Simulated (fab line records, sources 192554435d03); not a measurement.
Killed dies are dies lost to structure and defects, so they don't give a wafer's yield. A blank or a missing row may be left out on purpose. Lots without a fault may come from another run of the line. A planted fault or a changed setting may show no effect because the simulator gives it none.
Which tool did it? | flow n5_finfet | 9 lots, 27 wafers sampled, at 6 steps of a route of 1938

WHAT THE GAUGES READ, wafer by wafer
N5_BEOL_M1_THK_MEAS_53: measures by xrf. Usual: M1_THK 39.8 nm, standard deviation 1.5.
lot  | measured     | on            | M1_THK (nm)    | flag
L518 | day 7 13:16  | film_metro-02 | 38.3 38.2 39.5 |
L523 | day 8 04:20  | film_metro-02 | 38.6 41.1 40.6 |
L520 | day 8 07:45  | film_metro-01 | 36.8 41.1 37.9 |
L524 | day 8 11:43  | film_metro-01 | 40.0 41.3 40.3 |
L529 | day 9 07:56  | film_metro-02 | 42.3 40.7 38.7 |
L534 | day 10 15:37 | film_metro-01 | 40.9 44.3 43.9 |
L535 | day 10 23:44 | film_metro-01 | 39.1 40.1 39.8 |
L540 | day 11 20:58 | film_metro-02 | 39.1 40.7 41.0 |
L539 | day 11 20:59 | film_metro-02 | 40.2 42.3 42.5 |

N5_BEOL_M2_THK_MEAS_01. Usual: M2_ILD_THK 78.9 nm, standard deviation 1.1.
lot  | measured     | on            | M2_ILD_THK (nm) | flag
L518 | day 7 13:40  | film_metro-01 | 77.6 78.7 79.4  |
L523 | day 8 04:49  | film_metro-02 | 77.2 79.1 78.7  |
L520 | day 8 08:08  | film_metro-02 | 77.5 79.4 78.5  |
L524 | day 8 12:07  | film_metro-02 | 79.2 79.3 80.7  |
L529 | day 9 08:20  | film_metro-01 | 77.9 78.6 78.1  |
L534 | day 10 16:05 | film_metro-01 | 79.4 79.9 79.6  |
L535 | day 11 00:07 | film_metro-02 | 79.3 79.2 80.0  |
L540 | day 11 21:22 | film_metro-01 | 77.5 78.1 79.2  |
L539 | day 11 21:25 | film_metro-02 | 77.1 79.6 79.4  |

N5_BEOL_M2_CD_MEAS_28: target cd 26.2 nm, target cd y 24.1 nm. Usual: cd_nm 26.30 nm, standard deviation 0.24.
lot  | measured     | on        | cd_nm (nm)        | flag
L518 | day 7 16:40  | cd_sem-03 | 25.86 26.61 26.51 |
L523 | day 8 09:38  | cd_sem-01 | 26.83 26.10 26.07 |
L520 | day 8 09:41  | cd_sem-03 | 26.33 25.75 26.45 |
L524 | day 8 14:04  | cd_sem-01 | 26.28 26.20 26.15 |
L529 | day 9 11:53  | cd_sem-01 | 26.00 26.74 26.44 |
L534 | day 10 18:08 | cd_sem-02 | 26.57 26.46 25.65 |
L535 | day 11 05:08 | cd_sem-02 | 27.88 27.29 28.17 | OFF
L540 | day 11 23:11 | cd_sem-03 | 27.33 27.41 27.42 | OFF
L539 | day 12 01:25 | cd_sem-01 | 26.25 26.26 26.29 |

N5_BEOL_M4_RC_MEAS_101. Usual: DIBL_N 36.6 mV/V, standard deviation 1.9; DIBL_P 36.7 mV/V, standard deviation 2.2; IOFF_N 0.16 nA/um, standard deviation 0.035; IOFF_P 0.22 nA/um, standard deviation 0.038; ION_N 672 uA/um, standard deviation 14; ION_P 462 uA/um, standard deviation 8.3; SS_N 71.6 mV/dec, standard deviation 0.65; SS_P 73.5 mV/dec, standard deviation 0.72; VT_N 250 mV, standard deviation 3.5; VT_P -250 mV, standard deviation 3.1.
lot  | measured     | on        | DIBL_N (mV/V)  | DIBL_P (mV/V)  | IOFF_N (nA/um) | IOFF_P (nA/um) | ION_N (uA/um) | ION_P (uA/um) | SS_N (mV/dec)  | SS_P (mV/dec)  | VT_N (mV)   | VT_P (mV)      | flag
L518 | day 9 11:10  | prober-01 | 39.2 37.5 33.2 | 40.5 39.0 32.6 | 0.22 0.17 0.10 | 0.34 0.29 0.18 | 686 677 646   | 483 471 455   | 71.1 71.0 69.9 | 74.5 73.9 72.5 | 243 247 255 | -239 -244 -252 |
L523 | day 10 06:55 | prober-02 | 35.6 37.4 34.8 | 35.6 37.6 36.4 | 0.12 0.16 0.13 | 0.20 0.22 0.21 | 653 651 661   | 462 448 462   | 71.6 72.3 70.8 | 72.9 73.5 73.2 | 255 252 253 | -250 -251 -248 |
L520 | day 10 02:23 | prober-02 | 37.3 33.2 34.2 | 37.3 32.7 34.5 | 0.16 0.11 0.13 | 0.25 0.18 0.20 | 690 685 676   | 480 474 477   | 71.2 70.0 70.5 | 73.6 72.5 72.5 | 248 253 251 | -247 -250 -249 |
L524 | day 10 10:27 | prober-02 | 35.9 37.2 36.9 | 36.8 37.1 37.2 | 0.17 0.17 0.16 | 0.24 0.22 0.23 | 691 664 670   | 476 455 462   | 71.0 72.0 72.5 | 73.7 74.0 74.4 | 249 251 252 | -249 -249 -249 |
L529 | day 11 14:56 | prober-01 | 32.7 36.4 33.4 | 34.8 38.2 34.6 | 0.12 0.18 0.12 | 0.18 0.23 0.18 | 655 670 665   | 459 466 460   | 70.9 72.2 71.6 | 72.7 73.1 72.6 | 252 249 253 | -252 -249 -252 |
L534 | day 13 03:19 | prober-01 | 38.8 35.6 38.5 | 40.6 36.4 40.4 | 0.21 0.15 0.21 | 0.29 0.21 0.30 | 670 656 670   | 462 456 467   | 72.3 71.5 72.9 | 74.8 72.8 74.9 | 247 253 245 | -244 -249 -247 |
L535 | day 13 05:08 | prober-02 | 36.2 36.8 35.7 | 37.9 38.9 37.4 | 0.19 0.19 0.18 | 0.24 0.25 0.23 | 674 671 679   | 467 464 465   | 71.5 71.4 72.3 | 74.5 73.9 73.9 | 246 248 247 | -247 -248 -247 |
L540 | day 14 07:49 | prober-02 | 38.0 39.0 37.8 | 37.2 39.1 36.6 | 0.19 0.23 0.18 | 0.26 0.31 0.25 | 699 682 674   | 472 467 463   | 71.8 71.8 72.4 | 73.5 74.1 73.6 | 249 245 248 | -244 -244 -245 |
L539 | day 14 14:19 | prober-02 | 38.1 35.2 35.7 | 37.1 34.2 34.4 | 0.19 0.14 0.14 | 0.25 0.19 0.21 | 669 680 678   | 458 466 474   | 71.4 71.2 71.6 | 73.8 72.6 73.6 | 249 251 249 | -248 -250 -248 |

WHICH TOOL RAN EACH LOT (tool, then ch and the chambers of the sampled wafers, then the start)
lot  | N5_BEOL_M2_ETCH_63                 | N5_BEOL_M2_EXPOSE_25
L518 | rie_diel-04 ch 1,2, day 7 15:50    | euv_scanner-01 ch 0, day 7 16:31
L523 | rie_diel-02 ch 0,2,3, day 8 07:48  | euv_scanner-01 ch 0, day 8 09:29
L520 | rie_diel-05 ch 0,1,3, day 8 08:48  | euv_scanner-01 ch 0, day 8 09:33
L524 | rie_diel-05 ch 0,1,2, day 8 13:22  | euv_scanner-01 ch 0, day 8 13:56
L529 | rie_diel-05 ch 0,1,2, day 9 11:11  | euv_scanner-02 ch 0, day 9 11:46
L534 | rie_diel-02 ch 1,2,3, day 10 17:19 | euv_scanner-02 ch 0, day 10 18:01
L535 | rie_diel-02 ch 0,1,3, day 11 03:19 | euv_scanner-01 ch 0, day 11 04:59
L540 | rie_diel-02 ch 0,2, day 11 22:20   | euv_scanner-01 ch 0, day 11 23:03
L539 | rie_diel-05 ch 0,1,3, day 12 00:30 | euv_scanner-02 ch 0, day 12 01:16
- N5_BEOL_M2_ETCH_63: etches SiARC in CF4, target depth 15.6 nm, time 26 s.
- N5_BEOL_M2_EXPOSE_25: exposes mask V1, defocus 5 nm.

WHAT THE TOOLS THEMSELVES READ (means of the sampled wafers that have a number; where no wafer has one, the mark that the record gives instead)
N5_BEOL_M2_ETCH_63. Usual: drypump_motor_current_A 5.8 A, standard deviation 0.44; etch_rf_on_time_s 26.4 s, standard deviation 0.88; mfc_ar_sccm 100.00 sccm, standard deviation 0.29; oes_product_au 0.63 a.u., standard deviation 0.065; rf_vpp_V 184.3 V, standard deviation 1.2; showerhead_plenum_p_Torr 2.16 Torr, standard deviation 0.076; throttle_valve_pct 15.70 %, standard deviation 0.24.
lot  | tool        | drypump_motor_current_A (A) | etch_rf_on_time_s (s) | mfc_ar_sccm (sccm) | oes_product_au (a.u.) | rf_vpp_V (V) | showerhead_plenum_p_Torr (Torr) | throttle_valve_pct (%) | flag
L518 | rie_diel-04 | 5.6                         | 26.7                  | 99.95              | 0.61                  | 184.3        | 2.16                            | 15.86                  |
L523 | rie_diel-02 | 5.7                         | 25.8                  | 100.19             | 0.65                  | 183.8        | 2.14                            | 15.61                  |
L520 | rie_diel-05 | 6.1                         | 27.3                  | 99.99              | 0.60                  | 183.6        | 2.10                            | 15.87                  |
L524 | rie_diel-05 | 5.8                         | 27.0                  | 100.02             | 0.60                  | 184.0        | 2.12                            | 15.79                  |
L529 | rie_diel-05 | 5.9                         | 27.3                  | 99.97              | 0.58                  | 183.5        | 2.12                            | 15.81                  |
L534 | rie_diel-02 | 5.7                         | 25.9                  | 99.89              | 0.63                  | 184.6        | 2.19                            | 15.72                  |
L535 | rie_diel-02 | 5.5                         | 26.5                  | 99.87              | 0.66                  | 185.8        | 2.19                            | 15.59                  |
L540 | rie_diel-02 | 6.0                         | 25.9                  | 100.10             | 0.76                  | 186.3        | 2.26                            | 15.31                  |
L539 | rie_diel-05 | 6.1                         | 26.1                  | 100.10             | 0.67                  | 183.7        | 2.17                            | 15.75                  |

N5_BEOL_M2_EXPOSE_25. Usual: exposure_dose_mJ_cm2 62.93, standard deviation 0.12; reticle_temp_C 22.98 C, standard deviation 0.095.
lot  | tool           | exposure_dose_mJ_cm2 | reticle_temp_C (C) | flag
L518 | euv_scanner-01 | 62.95                | 22.96              |
L523 | euv_scanner-01 | 62.87                | 22.99              |
L520 | euv_scanner-01 | 62.89                | 23.00              |
L524 | euv_scanner-01 | 62.85                | 23.11              |
L529 | euv_scanner-02 | 63.08                | 23.09              |
L534 | euv_scanner-02 | 63.08                | 22.95              |
L535 | euv_scanner-01 | 68.31                | 22.87              | OFF
L540 | euv_scanner-01 | 67.24                | 22.96              | OFF
L539 | euv_scanner-02 | 63.05                | 22.98              |

THE ANSWER, worked out from the rows above alone
Rule: a lot is off if the mean of its wafers that have a number lies more than 3 standard deviations from the usual mean. A lot without any number at a reading at which 4 lots or more have one is off too. The other lots that the step has rows for count as sound. The gauges are gone through in route order, then the tools' own readings, and for those a lot's mean is taken as printed above. The first step at which some lot is off is used, and at that step the reading that is off furthest; a lot without a number counts as furthest.
Off: L535, L540, at N5_BEOL_M2_CD_MEAS_28 (cd_nm).
A tool fits if, at a process step before that reading, it ran every lot that is off, and no sound lot after the first of them. The gauges at N5_BEOL_M2_CD_MEAS_28 aren't tried: what is off there is off at N5_BEOL_M2_EXPOSE_25 too, on other tools, and a gauge's error can't cause that. Can't be told from this: 2 tools fit, rie_diel-02 at N5_BEOL_M2_ETCH_63, euv_scanner-01 at N5_BEOL_M2_EXPOSE_25.

WHAT THE SIMULATOR HAD PUT IN
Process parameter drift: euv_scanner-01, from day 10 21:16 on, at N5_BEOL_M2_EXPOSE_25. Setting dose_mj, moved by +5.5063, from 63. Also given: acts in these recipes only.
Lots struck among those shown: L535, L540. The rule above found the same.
